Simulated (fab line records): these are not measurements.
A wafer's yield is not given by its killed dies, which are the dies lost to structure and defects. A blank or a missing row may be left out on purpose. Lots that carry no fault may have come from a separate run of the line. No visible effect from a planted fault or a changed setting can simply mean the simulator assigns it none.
Chamber matching | flow nand-harc | NHARC_A_CONTACT_DESCUM_47 on rie-diel-04: 4 sister chambers
The step chemistry O2, time 3 s. 45 wafers are shown with their chamber, then 12 later ones without.

WAFERS PAIRED WITH THEIR CHAMBERS
wafer  | chamber | drypump-motor-current-A (A) | showerhead-plenum-p-Torr (Torr) | rf-vpp-V (V)
L074.2 | 3       | 6.3                         | 1.77                            | 57.6
L074.3 | 1       | 5.6                         | 2.03                            | 58.2
L074.6 | 0       | 4.9                         | 2.02                            | 57.9
L077.2 | 1       | 5.6                         | 2.03                            | 58.9
L077.4 | 2       | 5.6                         | 1.86                            | 56.5
L077.5 | 3       | 6.3                         | 1.77                            | 57.1
L076.2 | 2       | 5.6                         | 1.86                            | 57.1
L076.3 | 3       | 6.3                         | 1.77                            | 58.3
L076.6 | 0       | 4.9                         | 2.02                            | 57.7
L080.1 | 2       | 5.7                         | 1.86                            | 58.2
L080.2 | 1       | 5.6                         | 2.03                            | 58.1
L080.4 | 0       | 4.9                         | 2.02                            | 57.7
L081.2 | 3       | 6.3                         | 1.77                            | 58.0
L081.3 | 0       | 4.9                         | 2.02                            | 57.5
L081.4 | 1       | 5.6                         | 2.03                            | 58.2
L082.1 | 1       | 5.6                         | 2.02                            | 58.3
L082.3 | 2       | 5.6                         | 1.86                            | 57.3
L082.5 | 3       | 6.3                         | 1.77                            | 57.4
L082.2 | 0       | 4.9                         | 2.02                            | 58.4
L082.4 | 3       | 6.3                         | 1.77                            | 57.5
L082.6 | 2       | 5.6                         | 1.86                            | 56.9
L083.1 | 0       | 4.9                         | 2.02                            | 57.8
L083.2 | 1       | 5.6                         | 2.02                            | 57.2
L083.4 | 2       | 5.7                         | 1.86                            | 58.9
L083.3 | 3       | 6.3                         | 1.77                            | 58.0
L083.5 | 1       | 5.6                         | 2.02                            | 59.1
L083.6 | 0       | 4.9                         | 2.02                            | 56.6
L084.2 | 1       | 5.6                         | 2.02                            | 59.7
L084.3 | 3       | 6.3                         | 1.77                            | 57.3
L084.6 | 0       | 4.9                         | 2.02                            | 58.1
L086.3 | 2       | 5.7                         | 1.86                            | 56.6
L086.5 | 3       | 6.3                         | 1.77                            | 55.7
L086.6 | 2       | 5.6                         | 1.86                            | 57.5
L086.1 | 0       | 4.9                         | 2.02                            | 57.7
L086.2 | 1       | 5.6                         | 2.02                            | 56.7
L086.4 | 3       | 6.3                         | 1.77                            | 56.1
L088.2 | 3       | 6.3                         | 1.76                            | 56.1
L088.3 | 2       | 5.7                         | 1.86                            | 57.5
L088.6 | 3       | 6.3                         | 1.76                            | 56.1
L090.1 | 0       | 4.9                         | 2.01                            | 58.5
L090.2 | 2       | 5.7                         | 1.86                            | 58.2
L090.5 | 1       | 5.6                         | 2.02                            | 58.8
L091.2 | 0       | 4.9                         | 2.01                            | 58.2
L091.4 | 3       | 6.3                         | 1.76                            | 58.6
L091.5 | 0       | 4.9                         | 2.01                            | 58.5

SIGNATURES (means of the wafers above)
reading                  | chamber 0 | chamber 1 | chamber 2 | chamber 3 | scatter within a chamber
drypump-motor-current-A  | 4.900     | 5.600     | 5.650     | 6.300     | 0.0247
showerhead-plenum-p-Torr | 2.0175    | 2.0240    | 1.8600    | 1.7677    | 0.00412
rf-vpp-V                 | 57.883    | 58.320    | 57.470    | 57.215    | 0.797
Rule: a wafer's distance from a chamber is the root of the sum, over the readings, of the square of ((its reading less the chamber's mean) divided by the reading's scatter). The wafer belongs to the nearest chamber; if the next one is less than 2 further off, it can't be placed. The scatter: the root of (the sum of the squares of (reading less its chamber's mean) over the shown wafers, divided by (wafers less chambers)).

WAFERS MISSING THEIR CHAMBER
wafer  | drypump-motor-current-A (A) | showerhead-plenum-p-Torr (Torr) | rf-vpp-V (V)
L092.1 | 6.2                         | 1.76                            | 57.8
L092.3 | 4.9                         | 2.01                            | 57.7
L092.5 | 5.6                         | 2.02                            | 58.3
L093.1 | 5.6                         | 2.02                            | 58.9
L093.2 | 4.9                         | 2.01                            | 57.8
L093.4 | 6.3                         | 1.76                            | 58.1
L093.3 | 5.7                         | 1.86                            | 56.5
L093.5 | 5.6                         | 2.02                            | 57.7
L093.6 | 5.6                         | 1.86                            | 56.4
L095.1 | 5.6                         | 2.02                            | 58.3
L095.3 | 5.7                         | 1.86                            | 58.0
L095.4 | 4.9                         | 2.01                            | 56.3

WHICH CHAMBER EACH ONE RAN IN
wafer  | from the rows above | in truth
L092.1 | 3                   | 3
L092.3 | 0                   | 0
L092.5 | 1                   | 1
L093.1 | 1                   | 1
L093.2 | 0                   | 0
L093.4 | 3                   | 3
L093.3 | 2                   | 2
L093.5 | 1                   | 1
L093.6 | 2                   | 2
L095.1 | 1                   | 1
L095.3 | 2                   | 2
L095.4 | 0                   | 0
12 of 12 placed correctly. Number that these rows cannot place: 0. Placed wrongly: 0.
